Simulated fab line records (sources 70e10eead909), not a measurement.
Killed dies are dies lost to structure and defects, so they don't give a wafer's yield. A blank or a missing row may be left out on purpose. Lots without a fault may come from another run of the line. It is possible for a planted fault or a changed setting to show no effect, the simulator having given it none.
8D (eight disciplines) problem report, filled in by code || flow nand-harc || the parts of the form that need people (team, actions taken, sign-off) are left out

1. WHAT WENT WRONG
time-to-endpoint-s at NHARC_A_M1_CMP_23 reads a mean of 13.6 s on 2 wafers of 1 lot; wafers without a fault read 29.6 s with a standard deviation of 2. Measured from the usual mean, that is -8.0 standard deviations.
The step: polishes, t overpolish 20 s, target thk 154.34 nm.
Earliest sighting: wafer L671.4 on cmp-02 at day 21 21:41. At this step, 36 wafers from 12 lots have a number in the record. Rule for "out", or "out of limits": more than 4 standard deviations from the usual mean. The rest of the wafers with a number are treated as sound.

2. WHAT IT IS, WHAT IT ISN'T
{"question": "which readings at this step", "is": "time-to-endpoint-s", "is not": "motor-current-A"}
{"question": "which lots", "is": "L671", "is not": "L657, L659, L660, L661, L662, L663, L664, L665, L676, L678, L679"}
{"question": "which wafers of those lots", "is": "L671.4, L671.5", "is not": "L671.1"}
{"question": "read on which tools", "is": "cmp-02", "is not": "cmp-01, cmp-04"}
{"question": "when", "is": "from day 21 21:41", "is not": "up to then (25 sound wafers); but 9 sound wafers of L676, L678, L679 came after"}

3. SUSPECTS, AND WHAT RULES EACH OUT
Counting: any tool at a process step up to the reading remains a suspect provided it ran every lot that is out. Sound lots after the first of them don't rule it out here, since some wafers of a struck lot are sound.
- ecd-cu-02 at NHARC_A_M1_ECD_22 (material Cu, target thk 400 nm): kept. It processed L671, the lot that is out, at day 21 20:58, and its most recent sound lot before then was L665 at day 19 21:32.
- rtp-anneal-02 at NHARC_A_M1_ANNEAL_31 (time 90 s): kept. It processed L671, the lot that is out, at day 21 21:20, and its most recent sound lot before then was L664 at day 19 16:02.
- cmp-02 at NHARC_A_M1_CMP_23 (polishes, t overpolish 20 s, target thk 154.34 nm): kept. It processed L671, the lot that is out, at day 21 21:41, and its most recent sound lot before then was L665 at day 19 22:19. Its own readings are out on those wafers: time-to-endpoint-s.
- Within cmp-02 at NHARC_A_M1_CMP_23: the wafers that are out ran in chamber 2; their sound lot-mates ran in chamber 0.
Still standing after the count: ecd-cu-02 at NHARC_A_M1_ECD_22, rtp-anneal-02 at NHARC_A_M1_ANNEAL_31, cmp-02 at NHARC_A_M1_CMP_23.

4. THE CAUSE (what the simulator had put in)
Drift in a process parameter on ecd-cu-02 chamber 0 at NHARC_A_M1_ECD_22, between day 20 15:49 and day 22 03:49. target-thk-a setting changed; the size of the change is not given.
3 suspects survive the count, and this tool is in that group.

5. THE EFFECT CHAIN, in route order
Each row: a reading where the mean over the struck wafers with a number is more than 3 standard deviations away from the usual. Scope: only readings with a usual standard deviation given in the record; hours: median across lots of the time from each lot's start at the first step in this table that gives one to its start at this step; sigmas: change in usual standard deviations.
{"hours": 0, "step": "NHARC_A_M1_CMP_23", "reading": "time-to-endpoint-s", "usual": "29.6 s", "on struck wafers": 13.6, "change": -16.1, "sigmas": -8.0}
It contains these process steps:
- NHARC_A_M1_CMP_23: polishes, t overpolish 20 s, target thk 154.34 nm.

6. HOW IT WOULD HAVE BEEN CAUGHT EARLIER
30 hours passed between the start of the fault at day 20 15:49 and the first reading out of limits in this record, taken at day 21 21:41.
By day 21 21:41, every lot that is out (1) had started NHARC_A_M1_ECD_22 on ecd-cu-02. Holding the tool at that point would not have protected any of them.
